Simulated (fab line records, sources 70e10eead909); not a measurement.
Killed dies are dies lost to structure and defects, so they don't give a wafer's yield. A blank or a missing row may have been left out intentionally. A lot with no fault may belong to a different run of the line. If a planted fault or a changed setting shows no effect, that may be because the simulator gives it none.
fab line records ; flow nand-harc ; part 2 of 2: steps 5 to 6 of 6
record lots=23; wafers=69; last-day=24
route steps=1159 shown A_STAIRCASE@532
lots untouched by any fault: they come from a run of this same line in which no faults occurred
start-h: hours from the record's first day to the start of the lot's first wafer shown ; wait-h: time in hours since the lot's previous step ; " as in the row above ; L1.1+2: a single row standing in for several wafers ; - no value, or no start given ; * or withheld: withheld ; < > ~ a bound
route shown NAME@n: a module of which the file shows steps, and the number in the route of the first ; usual: the fault-free wafers' mean and standard deviation ; same: alike in all rows ; chamber/n: place in a boat ; sites: per-site readings ; _std_site: standard deviation across them ; _edge_site: outer sites' mean less inner sites' ; radius-mm: for every site, how far away it sits from the centre of the wafer ; mask NAME#n: copy n ; behind: the tool/chamber that last shaped the wafer ; hold: why the lot went on hold/how many hours it stayed there/how the hold came to an end ; device: the n, p or np transistor that did not switch ; end of line: the tests these same wafers got at the end of their route ; a step with no rows: only its recipe ; killed: at the first sort, the dies lost to defects and structure; wafer yield is something else ; map: per-die view of a wafer (x killed, . not killed, _ where there is no die)
set.NAME: the setting that was run; set.NAME@STEP: the one run at that earlier step ; model.NAME: the simulator's own value behind a step, which no gauge read
the route's steps for a sample of lots (tables are steps, rows are wafers)
services: when a tool's chamber went out of use (start-h, in hours from the record's first day, below 0 if earlier), for how many hours, and the reason
## steps
# step NHARC_A_STAIRCASE_TRIM_22
# recipe time-s=211.2; o2-flow-sccm=500; ar-flow-sccm=0; bias-w=0; chemistry=O2
# usual drypump-motor-current-A=5.8/0.52; oes-product-au=1.003/0.0091; rf-vpp-V=57.8/0.85; showerhead-plenum-p-Torr=3.47/0.14; throttle-valve-pct=17.036/0.0087
lot.wafer;tool;chamber;start-h;wait-h;drypump-motor-current-A;oes-product-au;rf-hours-counter-h;rf-vpp-V;showerhead-plenum-p-Torr;throttle-valve-pct
L074.3;rie-diel-08;3;-;-;6.1;1.013;46;57.6;3.48;17.046
L074.2;rie-diel-08;0;-;-;5.8;1.007;42;58.6;3.33;17.036
L074.5;rie-diel-08;0;-;-;5.8;1.008;-;58.3;3.33;17.006
L075.3;rie-diel-02;2;-;-;5.7;1.004;32;57.4;3.38;17.043
L075.1;rie-diel-02;3;-;-;4.9;0.993;28;59.4;3.61;17.018
L075.6;rie-diel-02;1;-;-;5.7;1.004;-;58.7;3.58;17.025
L076.3;rie-diel-02;0;-;-;6.3;1.013;36;57.7;3.47;17.034
L076.2;rie-diel-02;1;-;-;5.7;1.017;37;58.8;3.58;17.035
L076.4;rie-diel-02;2;-;-;5.7;1.008;35;57.5;3.37;17.040
L078.4;rie-diel-08;0;-;-;5.8;1.009;44;57.2;3.33;17.035
L078.1;rie-diel-08;3;-;-;6.0;1.010;48;60.0;3.48;17.045
L078.5;rie-diel-08;1;-;-;6.5;0.988;-;58.3;3.33;17.032
L077.3;rie-diel-05;0;-;-;5.9;0.993;35;56.2;3.32;17.051
L077.6;rie-diel-05;0;-;-;5.9;0.993;-;58.0;3.32;17.037
L077.5;rie-diel-05;1;-;-;6.0;0.997;-;58.4;3.41;17.043
L079.4;rie-diel-02;0;-;-;6.3;1.002;40;59.0;3.47;17.024
L079.6;rie-diel-02;0;-;-;6.3;1.008;-;57.2;3.47;17.035
L079.5;rie-diel-02;1;-;-;5.7;1.001;-;58.3;3.58;17.035
L080.4;rie-diel-08;0;-;-;5.8;1.015;50;57.1;3.33;17.032
L080.2;rie-diel-08;1;-;-;6.5;0.996;36;57.3;3.33;17.046
L080.5;rie-diel-08;0;-;-;5.8;1.017;-;57.3;3.33;17.025
L081.2;rie-diel-02;3;-;-;4.9;1.005;45;59.0;3.60;17.047
L081.5;rie-diel-02;1;-;-;5.7;1.013;-;59.5;3.58;17.041
L081.6;rie-diel-02;2;-;-;5.7;1.002;-;57.0;3.37;17.032
L083.3;rie-diel-02;0;-;-;6.3;1.003;50;58.9;3.46;17.030
L083.1;rie-diel-02;1;-;-;5.7;1.011;51;56.8;3.57;17.045
L083.5;rie-diel-02;2;-;-;5.7;1.004;-;58.1;3.37;17.047
L082.4;rie-diel-02;2;-;-;5.7;1.000;52;57.8;3.37;17.028
L082.1;rie-diel-02;3;-;-;4.9;0.997;48;57.8;3.60;17.040
L082.5;rie-diel-02;1;-;-;5.7;1.006;-;57.0;3.57;17.032
L087.1;rie-diel-05;0;-;-;5.8;0.977;51;56.8;3.32;17.049
L087.3;rie-diel-05;2;-;-;6.4;1.011;47;58.1;3.78;17.037
L087.5;rie-diel-05;0;-;-;5.8;0.981;-;57.3;3.32;17.032
L088.4;rie-diel-05;3;-;-;4.8;0.990;46;56.2;3.43;17.030
L088.1;rie-diel-05;0;-;-;5.9;0.978;52;56.0;3.32;17.045
L088.5;rie-diel-05;3;-;-;4.8;1.001;-;58.2;3.43;17.025
L085.1;rie-diel-02;3;-;-;4.9;1.006;55;58.5;3.59;17.021
L085.3;rie-diel-02;2;-;-;5.7;0.997;59;57.3;3.36;17.040
L085.5;rie-diel-02;0;-;-;6.3;1.002;-;58.2;3.46;17.044
L086.1;rie-diel-02;1;-;-;5.7;1.001;58;57.3;3.57;17.021
L086.5;rie-diel-02;2;-;-;5.7;0.994;-;56.7;3.36;17.025
L086.6;rie-diel-02;3;-;-;4.9;1.010;-;58.6;3.59;17.056
L089.4;rie-diel-02;0;-;-;6.3;0.999;66;57.6;3.45;17.027
L089.3;rie-diel-02;1;-;-;5.7;1.001;66;56.5;3.57;17.040
L089.5;rie-diel-02;2;-;-;5.7;0.985;-;57.6;3.36;17.020
L090.1;rie-diel-08;1;-;-;6.5;0.999;12;57.9;3.32;17.029
L090.3;rie-diel-08;3;-;-;6.0;1.001;11;58.2;3.46;17.049
L090.5;rie-diel-08;1;-;-;6.5;0.997;-;56.4;3.32;17.041
L091.1;rie-diel-05;1;-;-;6.0;1.010;68;57.1;3.39;17.047
L091.3;rie-diel-05;3;-;-;4.8;1.004;56;57.6;3.42;17.034
L091.6;rie-diel-05;1;-;-;6.0;1.010;-;56.6;3.39;17.026
L094.1;rie-diel-02;3;-;-;4.9;1.017;4;58.4;3.59;17.042
L094.3;rie-diel-02;2;-;-;5.7;1.008;4;59.0;3.36;17.030
L094.6;rie-diel-02;3;-;-;4.9;1.009;-;57.3;3.59;17.037
L093.4;rie-diel-05;3;-;-;4.8;1.010;0;57.0;3.42;17.049
L093.3;rie-diel-05;1;-;-;6.0;1.019;0;57.3;3.39;17.032
L093.6;rie-diel-05;3;-;-;4.8;1.019;-;56.5;3.42;17.039
L092.1;rie-diel-02;1;-;-;5.7;0.995;5;57.4;3.56;17.023
L092.2;rie-diel-02;0;-;-;6.3;0.996;5;58.2;3.45;17.041
L092.6;rie-diel-02;2;-;-;5.7;1.000;-;57.7;3.36;17.031
L095.4;rie-diel-02;3;-;-;4.9;1.009;10;57.3;3.58;17.033
L095.6;rie-diel-02;2;-;-;5.7;1.008;-;58.1;3.35;17.027
L095.5;rie-diel-02;3;-;-;4.9;1.014;-;58.7;3.58;17.030
L096.2;rie-diel-08;2;-;-;6.1;1.008;21;59.0;3.80;17.038
L096.1;rie-diel-08;3;-;-;6.0;0.991;21;58.8;3.46;17.028
L096.5;rie-diel-08;1;-;-;6.5;1.003;-;57.3;3.31;17.045
L097.2;rie-diel-02;2;-;-;5.7;1.011;16;56.4;3.35;17.039
L097.1;rie-diel-02;3;-;-;4.9;1.009;15;58.7;3.58;17.030
L097.5;rie-diel-02;2;-;-;5.7;1.014;-;57.5;3.35;17.033
# step NHARC_A_STAIRCASE_ETCH_190
# recipe target-depth-a=1000; time-s=40.5; ion-energy-ev=400; c4f8-flow-sccm=20; o2-flow-sccm=10; ar-flow-sccm=withheld; rf-w=600; bias-w=1000; chemistry=C4F8/O2
# usual oes-product-au=0.943/0.011; rf-vpp-V=894/5.8
lot.wafer;tool;chamber;start-h;wait-h;oes-product-au;rf-hours-counter-h;rf-vpp-V
L075.1;rie-diel-08;3;-;-;0.953;47;894
L075.3;rie-diel-08;0;-;-;0.952;42;888
L075.6;rie-diel-08;2;-;-;0.954;-;887
L074.2;rie-diel-02;0;-;-;0.944;35;895
L074.3;rie-diel-02;2;-;-;0.938;33;891
L074.5;rie-diel-02;0;-;-;0.947;-;894
L076.2;rie-diel-05;2;-;-;0.939;33;906
L076.3;rie-diel-05;3;-;-;0.940;29;892
L076.4;rie-diel-05;0;-;-;0.926;34;889
L078.1;rie-diel-08;3;-;-;0.937;50;895
L078.4;rie-diel-08;1;-;-;0.923;32;890
L078.5;rie-diel-08;0;-;-;0.939;-;888
L077.3;rie-diel-02;0;-;-;0.940;41;894
L077.5;rie-diel-02;1;-;-;0.954;-;899
L077.6;rie-diel-02;2;-;-;0.937;-;889
L079.4;rie-diel-02;0;-;-;0.929;41;893
L079.6;rie-diel-02;3;-;-;0.932;-;899
L079.5;rie-diel-02;0;-;-;0.938;-;893
L080.2;rie-diel-05;2;-;-;0.947;36;907
L080.4;rie-diel-05;3;-;-;0.954;32;891
L080.5;rie-diel-05;0;-;-;0.943;-;889
L081.2;rie-diel-05;2;-;-;0.947;40;906
L081.5;rie-diel-05;1;-;-;0.955;-;891
L081.6;rie-diel-05;2;-;-;0.949;-;904
L083.1;rie-diel-08;0;-;-;0.961;61;889
L083.3;rie-diel-08;1;-;-;0.939;43;889
L083.5;rie-diel-08;2;-;-;0.956;-;887
L082.4;rie-diel-08;2;-;-;0.951;59;885
L082.1;rie-diel-08;0;-;-;0.957;61;888
L082.5;rie-diel-08;1;-;-;0.940;-;889
L087.1;rie-diel-05;1;-;-;0.957;58;892
L087.3;rie-diel-05;2;-;-;0.955;48;904
L087.5;rie-diel-05;2;-;-;0.958;-;905
L088.4;rie-diel-05;2;-;-;0.953;49;905
L088.1;rie-diel-05;3;-;-;0.947;48;893
L088.5;rie-diel-05;2;-;-;0.950;-;905
L085.3;rie-diel-08;2;-;-;0.930;4;906
L085.1;rie-diel-08;3;-;-;0.927;3;894
L085.5;rie-diel-08;3;-;-;0.924;-;893
L086.1;rie-diel-08;1;-;-;0.924;4;889
L086.5;rie-diel-08;0;-;-;0.941;-;888
L086.6;rie-diel-08;1;-;-;0.919;-;889
L089.3;rie-diel-05;3;-;-;0.931;54;892
L089.5;rie-diel-05;2;-;-;0.951;-;905
L089.4;rie-diel-05;3;-;-;0.928;-;893
L091.1;rie-diel-05;2;-;-;0.944;58;906
L091.3;rie-diel-05;1;-;-;0.935;69;892
L091.6;rie-diel-05;3;-;-;0.935;-;892
L090.3;rie-diel-05;2;-;-;0.955;58;904
L090.1;rie-diel-05;3;-;-;0.928;58;893
L090.5;rie-diel-05;1;-;-;0.949;-;890
L094.1;rie-diel-05;1;-;-;0.951;0;892
L094.3;rie-diel-05;2;-;-;0.943;0;904
L094.6;rie-diel-05;1;-;-;0.961;-;891
L092.1;rie-diel-02;0;-;-;0.951;6;893
L092.2;rie-diel-02;1;-;-;0.943;6;898
L092.6;rie-diel-02;0;-;-;0.955;-;894
L093.4;rie-diel-02;0;-;-;0.937;6;893
L093.3;rie-diel-02;2;-;-;0.957;6;891
L093.6;rie-diel-02;0;-;-;0.937;-;893
L095.4;rie-diel-05;1;-;-;0.959;5;892
L095.6;rie-diel-05;3;-;-;0.961;-;893
L095.5;rie-diel-05;0;-;-;0.947;-;888
L096.1;rie-diel-08;1;-;-;0.930;24;889
L096.2;rie-diel-08;2;-;-;0.942;22;905
L096.5;rie-diel-08;2;-;-;0.945;-;907
L097.1;rie-diel-02;0;-;-;0.945;15;894
L097.2;rie-diel-02;2;-;-;0.960;17;889
L097.5;rie-diel-02;3;-;-;0.953;-;897
## services
tool;chamber;start-h;hours;kind
rie-diel-02;0;233.48;-;clean
rie-diel-02;1;233.48;-;clean
rie-diel-02;2;233.48;-;clean
rie-diel-02;3;233.48;-;clean
rie-diel-02;0;259.18;-;clean
rie-diel-02;1;259.18;-;clean
rie-diel-02;2;259.18;-;clean
rie-diel-02;3;259.18;-;clean
rie-diel-08;1;266.83;8.9;repair
rie-diel-02;0;283.68;-;clean
rie-diel-02;1;283.68;-;clean
rie-diel-02;2;283.68;-;clean
rie-diel-02;3;283.68;-;clean
rie-diel-05;2;290.67;5.8;repair
rie-diel-08;-;302.57;9.0;pm
rie-diel-02;0;308.21;-;clean
rie-diel-02;1;308.21;-;clean
rie-diel-02;2;308.21;-;clean
rie-diel-02;3;308.21;-;clean
rie-diel-05;0;326.59;4.0;repair
rie-diel-02;-;327.84;9.0;pm
rie-diel-02;0;327.84;9.0;vent-cycle
rie-diel-02;1;327.84;9.0;vent-cycle
rie-diel-05;-;340.75;9.0;pm
